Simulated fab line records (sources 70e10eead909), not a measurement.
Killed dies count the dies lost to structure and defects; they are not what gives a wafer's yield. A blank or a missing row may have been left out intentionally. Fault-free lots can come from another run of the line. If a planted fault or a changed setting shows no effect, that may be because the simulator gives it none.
A single fault, viewed from 2 desks || flow nand-harc || each desk has only its own numbers; what lay behind them comes last

== THE METROLOGY DESK ==
Lot by lot, what the gauges showed, no matter which tool ran the lot: averages of those sampled wafers that carry a number. Any lot whose mean is over 4 standard deviations away from the usual mean is out of limits and marked OUT; that distance is given in the brackets.
Columns: A = thk-nm at NHARC_A_ONON_D1_THK_MEAS_08, usual 1001 nm; B = thk-nm at NHARC_A_ONON_D1_THK_MEAS_18, usual 996 nm
{"lot": "L856", "first seen here": "day 7 22:12", "A": 1008, "B": 979}
{"lot": "L857", "first seen here": "day 8 15:25", "A": 997, "B": 998}
{"lot": "L858", "first seen here": "day 8 15:25", "A": 1000, "B": 1001}
{"lot": "L859", "first seen here": "day 9 00:00", "A": 1002, "B": 1002}
{"lot": "L860", "first seen here": "day 9 10:43", "A": 996, "B": 1005}
{"lot": "L867", "first seen here": "day 12 08:19", "A": "923 (-12) OUT", "B": 983}
{"lot": "L869", "first seen here": "day 12 22:56", "A": "918 (-13) OUT", "B": 986}
{"lot": "L873", "first seen here": "day 14 23:15", "A": 996, "B": 988}
{"lot": "L875", "first seen here": "day 15 22:28", "A": 1006, "B": 995}
{"lot": "L876", "first seen here": "day 16 06:10", "A": 1011, "B": 989}
{"lot": "L878", "first seen here": "day 16 21:16", "A": 1000, "B": 990}
{"lot": "L877", "first seen here": "day 16 21:17", "A": 1001, "B": 1004}
{"lot": "L879", "first seen here": "day 17 09:10", "A": 1006, "B": 1005}
This desk's verdict: out of limits on L867, L869, starting with L867 at day 12 08:19 (thk-nm at NHARC_A_ONON_D1_THK_MEAS_08). L856, L857, L858, L859, L860, L873, L875, L876, L878, L877, L879 stayed within limits.

== THE DEFECT DESK ==
Inspection counts along the route, by lot: the mean over sampled wafers that carry a number. Any lot whose mean is over 4 standard deviations away from the usual mean is out of limits and marked OUT; that distance is given in the brackets.
Columns: A = raw-defect-count at NHARC_A_SOURCE_PLATE_INSPECT_08, usual 64
{"lot": "L856", "first seen here": "day 7 20:29", "A": 68}
{"lot": "L857", "first seen here": "day 8 13:42", "A": 50}
{"lot": "L858", "first seen here": "day 8 13:42", "A": 55}
{"lot": "L859", "first seen here": "day 8 22:17", "A": 31}
{"lot": "L860", "first seen here": "day 9 09:01", "A": 59}
{"lot": "L867", "first seen here": "day 12 06:36", "A": 52}
{"lot": "L869", "first seen here": "day 12 21:13", "A": 50}
{"lot": "L873", "first seen here": "day 14 21:32", "A": 45}
{"lot": "L875", "first seen here": "day 15 20:44", "A": 131}
{"lot": "L876", "first seen here": "day 16 04:26", "A": 70}
{"lot": "L877", "first seen here": "day 16 19:34", "A": 43}
{"lot": "L878", "first seen here": "day 16 19:34", "A": 68}
{"lot": "L879", "first seen here": "day 17 07:28", "A": 53}
This desk's verdict: no lot among the 13 shows anything out of limits.

== BROUGHT TOGETHER ==
The metrology desk could have raised an alarm at day 12 08:19, on L867, L869.
No out-of-limits result turned up at the defect desk.
The defect desk has L867, L869 on record, within its limits.
All the named lots went through NHARC_A_ONON_D1_DEP_06 on pecvd-onon-04.

== WHAT HAD BEEN PUT IN BY THE SIMULATOR ==
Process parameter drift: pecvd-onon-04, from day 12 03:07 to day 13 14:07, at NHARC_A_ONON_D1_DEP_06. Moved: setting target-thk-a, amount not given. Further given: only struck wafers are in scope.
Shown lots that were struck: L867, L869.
Hours from the fault's start to each desk's first reading out of limits: the metrology desk, 5.
